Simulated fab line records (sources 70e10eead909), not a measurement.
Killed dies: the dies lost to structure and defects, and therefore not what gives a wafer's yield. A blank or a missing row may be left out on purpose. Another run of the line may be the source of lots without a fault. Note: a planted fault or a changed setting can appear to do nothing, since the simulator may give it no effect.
Matching of chambers / flow nand-harc / 4 sister chambers for NHARC_P_M1_CMP_23 on cmp-01
The step polishes, t overpolish 20 s, target thk 157.82 nm. 22 wafers are shown with their chamber, then 11 later ones without.

== WAFERS PAIRED WITH THEIR CHAMBERS ==
wafer=L078.1; chamber=3; motor-current-A (A)=11.9; time-to-endpoint-s (s)=30.8; slurry-flow-ml-min=150.1
wafer=L078.4; chamber=0; motor-current-A (A)=12.1; time-to-endpoint-s (s)=33.2; slurry-flow-ml-min=149.7
wafer=L078.6; chamber=2; motor-current-A (A)=14.0; time-to-endpoint-s (s)=27.1; slurry-flow-ml-min=150.5
wafer=L077.1; chamber=2; motor-current-A (A)=15.1; time-to-endpoint-s (s)=28.5; slurry-flow-ml-min=150.3
wafer=L077.2; chamber=0; motor-current-A (A)=11.4; time-to-endpoint-s (s)=33.6; slurry-flow-ml-min=150.1
wafer=L077.3; chamber=1; motor-current-A (A)=11.8; time-to-endpoint-s (s)=33.3; slurry-flow-ml-min=149.7
wafer=L080.1; chamber=2; motor-current-A (A)=15.0; time-to-endpoint-s (s)=26.4; slurry-flow-ml-min=149.9
wafer=L080.4; chamber=0; motor-current-A (A)=12.0; time-to-endpoint-s (s)=29.9; slurry-flow-ml-min=150.1
wafer=L080.5; chamber=1; motor-current-A (A)=11.8; time-to-endpoint-s (s)=28.9; slurry-flow-ml-min=150.5
wafer=L079.3; chamber=1; motor-current-A (A)=12.1; time-to-endpoint-s (s)=31.9; slurry-flow-ml-min=150.2
wafer=L079.4; chamber=2; motor-current-A (A)=13.6; time-to-endpoint-s (s)=27.3; slurry-flow-ml-min=148.9
wafer=L079.6; chamber=0; motor-current-A (A)=12.5; time-to-endpoint-s (s)=35.0; slurry-flow-ml-min=149.7
wafer=L081.1; chamber=2; motor-current-A (A)=14.6; time-to-endpoint-s (s)=25.4; slurry-flow-ml-min=150.0
wafer=L081.2; chamber=3; motor-current-A (A)=11.1; time-to-endpoint-s (s)=29.3; slurry-flow-ml-min=148.8
wafer=L081.4; chamber=0; motor-current-A (A)=11.5; time-to-endpoint-s (s)=31.8; slurry-flow-ml-min=149.5
wafer=L087.1; chamber=2; motor-current-A (A)=14.4; time-to-endpoint-s (s)=23.6; slurry-flow-ml-min=149.6
wafer=L087.5; chamber=0; motor-current-A (A)=11.6; time-to-endpoint-s (s)=31.4; slurry-flow-ml-min=149.9
wafer=L087.6; chamber=3; motor-current-A (A)=12.2; time-to-endpoint-s (s)=26.2; slurry-flow-ml-min=150.2
wafer=L089.1; chamber=3; motor-current-A (A)=10.8; time-to-endpoint-s (s)=27.7; slurry-flow-ml-min=149.6
wafer=L089.3; chamber=1; motor-current-A (A)=11.6; time-to-endpoint-s (s)=28.3; slurry-flow-ml-min=150.3
wafer=L089.4; chamber=0; motor-current-A (A)=11.5; time-to-endpoint-s (s)=28.9; slurry-flow-ml-min=150.1
wafer=L088.1; chamber=0; motor-current-A (A)=11.7; time-to-endpoint-s (s)=31.9; slurry-flow-ml-min=149.8

SIGNATURES (averages over the wafers above)
reading=motor-current-A; chamber 0=11.787; chamber 1=11.825; chamber 2=14.450; chamber 3=11.500; scatter within a chamber=0.478
reading=time-to-endpoint-s; chamber 0=31.962; chamber 1=30.600; chamber 2=26.383; chamber 3=28.500; scatter within a chamber=1.99
reading=slurry-flow-ml-min; chamber 0=149.863; chamber 1=150.175; chamber 2=149.867; chamber 3=149.675; scatter within a chamber=0.444
Rule: distance of a wafer from a chamber = root of the sum over the readings of ((wafer's reading minus chamber's mean) / reading's scatter) squared. If the next closest chamber is less than 2 further off than the closest, the wafer can't be placed; otherwise it belongs to the closest. The scatter: take each reading less its chamber's mean, square it, sum over the shown wafers, divide by the number of wafers less the number of chambers, and take the root.

== WAFERS WHOSE CHAMBER IS MISSING ==
wafer=L088.2; motor-current-A (A)=14.7; time-to-endpoint-s (s)=21.9; slurry-flow-ml-min=150.0
wafer=L088.4; motor-current-A (A)=11.1; time-to-endpoint-s (s)=25.7; slurry-flow-ml-min=149.9
wafer=L092.4; motor-current-A (A)=11.8; time-to-endpoint-s (s)=34.8; slurry-flow-ml-min=149.9
wafer=L092.5; motor-current-A (A)=12.6; time-to-endpoint-s (s)=30.7; slurry-flow-ml-min=150.3
wafer=L092.6; motor-current-A (A)=14.6; time-to-endpoint-s (s)=27.2; slurry-flow-ml-min=149.7
wafer=L094.1; motor-current-A (A)=14.7; time-to-endpoint-s (s)=24.6; slurry-flow-ml-min=150.3
wafer=L094.2; motor-current-A (A)=11.4; time-to-endpoint-s (s)=32.6; slurry-flow-ml-min=150.2
wafer=L094.3; motor-current-A (A)=11.8; time-to-endpoint-s (s)=28.1; slurry-flow-ml-min=150.1
wafer=L097.1; motor-current-A (A)=12.3; time-to-endpoint-s (s)=32.0; slurry-flow-ml-min=149.8
wafer=L097.4; motor-current-A (A)=11.3; time-to-endpoint-s (s)=31.7; slurry-flow-ml-min=150.6
wafer=L097.5; motor-current-A (A)=11.1; time-to-endpoint-s (s)=28.6; slurry-flow-ml-min=150.6

== EACH ONE'S CHAMBER ==
wafer=L088.2; from the rows above=2; in truth=2
wafer=L088.4; from the rows above=can't be placed: 3 or 1 or 0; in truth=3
wafer=L092.4; from the rows above=can't be placed: 0 or 1 or 3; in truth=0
wafer=L092.5; from the rows above=can't be placed: 1 or 0 or 3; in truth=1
wafer=L092.6; from the rows above=2; in truth=2
wafer=L094.1; from the rows above=2; in truth=2
wafer=L094.2; from the rows above=can't be placed: 0 or 1 or 3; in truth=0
wafer=L094.3; from the rows above=can't be placed: 3 or 1 or 0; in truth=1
wafer=L097.1; from the rows above=can't be placed: 0 or 1 or 3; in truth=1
wafer=L097.4; from the rows above=can't be placed: 1 or 0 or 3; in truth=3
wafer=L097.5; from the rows above=can't be placed: 1 or 3 or 0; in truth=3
Placed correctly: 3 of 11. These rows do not allow placing 8 (true chamber among the candidates in 8). Number placed wrongly: 0.
